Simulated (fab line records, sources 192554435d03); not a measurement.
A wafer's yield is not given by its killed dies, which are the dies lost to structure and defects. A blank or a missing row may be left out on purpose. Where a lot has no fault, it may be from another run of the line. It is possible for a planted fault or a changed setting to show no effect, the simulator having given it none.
Split-lot trial / flow n5-finfet / 7 lots, 21 wafers read, on a route of 1938 steps

## THE SPLIT
At N5_BEOL_M8_DESCUM_16 (chemistry O2, time 7.9 s), the setting time-s was moved away from the recipe's 7.9 s on 6 of the 21 wafers read, by -19.4% to -8.1%. The other wafers ran this setting at the recipe's value.

No step appears in the file between the split and the reading.

## THE READING
CAR-ArF_of_BEOL_M8_COAT_05.thk-nm (the simulator's own value, which no gauge read), in nm, at N5_BEOL_M8_ETCH_61 (etches SiARC in CF4, target depth 45.5 nm, time 75.8 s). No usual value for it is given in the file. Across the 15 wafers here that went through the recipe, the average is 50.8 nm and the standard deviation 0.21 nm.

wafer=L074.3; tool, chamber at the split=rie-diel-04, 2; time-s as run, s=7.9; against the recipe=recipe; CAR-ArF_of_BEOL_M8_COAT_05.thk-nm, nm=51; against lot-mates on the recipe=-
wafer=L074.4; tool, chamber at the split=rie-diel-04, 3; time-s as run, s=7.9; against the recipe=recipe; CAR-ArF_of_BEOL_M8_COAT_05.thk-nm, nm=50.8; against lot-mates on the recipe=-
wafer=L074.6; tool, chamber at the split=rie-diel-04, 0; time-s as run, s=7.122; against the recipe=-9.8%; CAR-ArF_of_BEOL_M8_COAT_05.thk-nm, nm=51.2; against lot-mates on the recipe=+0.3
wafer=L083.2; tool, chamber at the split=rie-diel-01, 0; time-s as run, s=7.9; against the recipe=recipe; CAR-ArF_of_BEOL_M8_COAT_05.thk-nm, nm=50.4; against lot-mates on the recipe=-
wafer=L083.3; tool, chamber at the split=rie-diel-01, 1; time-s as run, s=7.259; against the recipe=-8.1%; CAR-ArF_of_BEOL_M8_COAT_05.thk-nm, nm=50.6; against lot-mates on the recipe=+0.1
wafer=L083.6; tool, chamber at the split=rie-diel-01, 0; time-s as run, s=7.9; against the recipe=recipe; CAR-ArF_of_BEOL_M8_COAT_05.thk-nm, nm=50.6; against lot-mates on the recipe=-
wafer=L084.1; tool, chamber at the split=rie-diel-01, 3,0; time-s as run, s=7.9; against the recipe=recipe; CAR-ArF_of_BEOL_M8_COAT_05.thk-nm, nm=51; against lot-mates on the recipe=-
wafer=L084.5; tool, chamber at the split=rie-diel-01, 2; time-s as run, s=7.9; against the recipe=recipe; CAR-ArF_of_BEOL_M8_COAT_05.thk-nm, nm=51; against lot-mates on the recipe=-
wafer=L084.2; tool, chamber at the split=rie-diel-01, 3,0; time-s as run, s=7.9; against the recipe=recipe; CAR-ArF_of_BEOL_M8_COAT_05.thk-nm, nm=50.8; against lot-mates on the recipe=-
wafer=L085.1; tool, chamber at the split=rie-diel-04, 3; time-s as run, s=6.369; against the recipe=-19.4%; CAR-ArF_of_BEOL_M8_COAT_05.thk-nm, nm=51.6; against lot-mates on the recipe=+0.8
wafer=L085.2; tool, chamber at the split=rie-diel-04, 1,2; time-s as run, s=7.9; against the recipe=recipe; CAR-ArF_of_BEOL_M8_COAT_05.thk-nm, nm=50.8; against lot-mates on the recipe=-
wafer=L085.6; tool, chamber at the split=rie-diel-04, 1,2; time-s as run, s=7.9; against the recipe=recipe; CAR-ArF_of_BEOL_M8_COAT_05.thk-nm, nm=50.8; against lot-mates on the recipe=-
wafer=L089.1; tool, chamber at the split=rie-diel-04, 3; time-s as run, s=7.9; against the recipe=recipe; CAR-ArF_of_BEOL_M8_COAT_05.thk-nm, nm=50.4; against lot-mates on the recipe=-
wafer=L089.2; tool, chamber at the split=rie-diel-04, 1,2; time-s as run, s=6.487; against the recipe=-17.9%; CAR-ArF_of_BEOL_M8_COAT_05.thk-nm, nm=51.4; against lot-mates on the recipe=+1.0
wafer=L089.4; tool, chamber at the split=rie-diel-04, 1,2; time-s as run, s=6.487; against the recipe=-17.9%; CAR-ArF_of_BEOL_M8_COAT_05.thk-nm, nm=51.4; against lot-mates on the recipe=+1.0
wafer=L092.2; tool, chamber at the split=rie-diel-01, 3; time-s as run, s=6.533; against the recipe=-17.3%; CAR-ArF_of_BEOL_M8_COAT_05.thk-nm, nm=51.8; against lot-mates on the recipe=+0.8
wafer=L092.4; tool, chamber at the split=rie-diel-01, 1; time-s as run, s=7.9; against the recipe=recipe; CAR-ArF_of_BEOL_M8_COAT_05.thk-nm, nm=50.8; against lot-mates on the recipe=-
wafer=L092.6; tool, chamber at the split=rie-diel-01, 2; time-s as run, s=7.9; against the recipe=recipe; CAR-ArF_of_BEOL_M8_COAT_05.thk-nm, nm=51.2; against lot-mates on the recipe=-
wafer=L096.2; tool, chamber at the split=rie-diel-04, 0,1; time-s as run, s=7.9; against the recipe=recipe; CAR-ArF_of_BEOL_M8_COAT_05.thk-nm, nm=50.8; against lot-mates on the recipe=-
wafer=L096.4; tool, chamber at the split=rie-diel-04, 2; time-s as run, s=7.9; against the recipe=recipe; CAR-ArF_of_BEOL_M8_COAT_05.thk-nm, nm=50.8; against lot-mates on the recipe=-
wafer=L096.5; tool, chamber at the split=rie-diel-04, 0,1; time-s as run, s=7.9; against the recipe=recipe; CAR-ArF_of_BEOL_M8_COAT_05.thk-nm, nm=50.8; against lot-mates on the recipe=-
When a row names more than one chamber, that row covers several wafers, and the file does not tell which wafer ran in which chamber.

FIT RESULTS
A straight line over all 21 wafers: CAR-ArF_of_BEOL_M8_COAT_05.thk-nm changes by -0.0393 nm for each +1% of time-s; r = -0.79; the points scatter about the line by 0.23 nm.
The same after taking each lot's own level away (the mean of its wafers on the recipe; 21 wafers): -0.0475 nm for each +1%; r = -0.94; scatter 0.13 nm.
Per that fit: largest time-s move, reading shift of 0.92 nm.
The span of the lots' own levels, 50.40 to 51.00 nm, comes to 2.9 times the standard deviation stated above.
So the lot-to-lot level blurs the effect unless lot-mates are compared.
Check: with one of the wafers moved furthest among these (-19.4%) left out of the fit, the line predicts +0.943 nm for it against its lot-mates. Against them it came out at +0.8 nm.

## FURTHER SPLITS ON THESE WAFERS
These wafers also went through other splits before the reading. Each is held against what the fit with the lots' levels taken away leaves over:
other split on the same wafers=N5_BEOL_M3_COAT_61 spin-rpm; wafers away from the commonest value=8; r with CAR-ArF_of_BEOL_M8_COAT_05.thk-nm (lot level and that fit taken away)=+0.05
other split on the same wafers=N5_BEOL_M3_COAT_67 spin-rpm; wafers away from the commonest value=4; r with CAR-ArF_of_BEOL_M8_COAT_05.thk-nm (lot level and that fit taken away)=-0.05
other split on the same wafers=N5_BEOL_M3_COAT_22 spin-rpm; wafers away from the commonest value=8; r with CAR-ArF_of_BEOL_M8_COAT_05.thk-nm (lot level and that fit taken away)=+0.08
other split on the same wafers=N5_BEOL_M4_DESCUM_33 time-s; wafers away from the commonest value=9; r with CAR-ArF_of_BEOL_M8_COAT_05.thk-nm (lot level and that fit taken away)=+0.18
other split on the same wafers=N5_BEOL_M4_ETCH_69 cf4-flow-sccm; wafers away from the commonest value=8; r with CAR-ArF_of_BEOL_M8_COAT_05.thk-nm (lot level and that fit taken away)=-0.30
other split on the same wafers=N5_BEOL_M5_VIA_ETCH_34 source-w; wafers away from the commonest value=6; r with CAR-ArF_of_BEOL_M8_COAT_05.thk-nm (lot level and that fit taken away)=-0.06
other split on the same wafers=N5_BEOL_M5_ETCH_41 source-w; wafers away from the commonest value=6; r with CAR-ArF_of_BEOL_M8_COAT_05.thk-nm (lot level and that fit taken away)=-0.43

## THE WHOLE CHAIN: every reading that the file lists as answering this split, in the file's order
step=N5_BEOL_M8_DESCUM_16; what it does=chemistry O2, time 7.9 s; reading=CAR-ArF_of_BEOL_M8_COAT_05.thk-nm (the simulator's own value, which no gauge read); change (the file's fit)=-0.0428 nm for each +1% of the setting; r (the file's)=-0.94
step=N5_BEOL_M8_ETCH_61; what it does=etches SiARC in CF4, target depth 45.5 nm, time 75.8 s; reading=CAR-ArF_of_BEOL_M8_COAT_05.thk-nm (the simulator's own value, which no gauge read); change (the file's fit)=-0.0441 nm for each +1% of the setting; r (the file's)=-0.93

## THE FILE'S OWN FIT
CAR-ArF_of_BEOL_M8_COAT_05.thk-nm changes by -0.0441 nm for each +1% of time-s, r = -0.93.
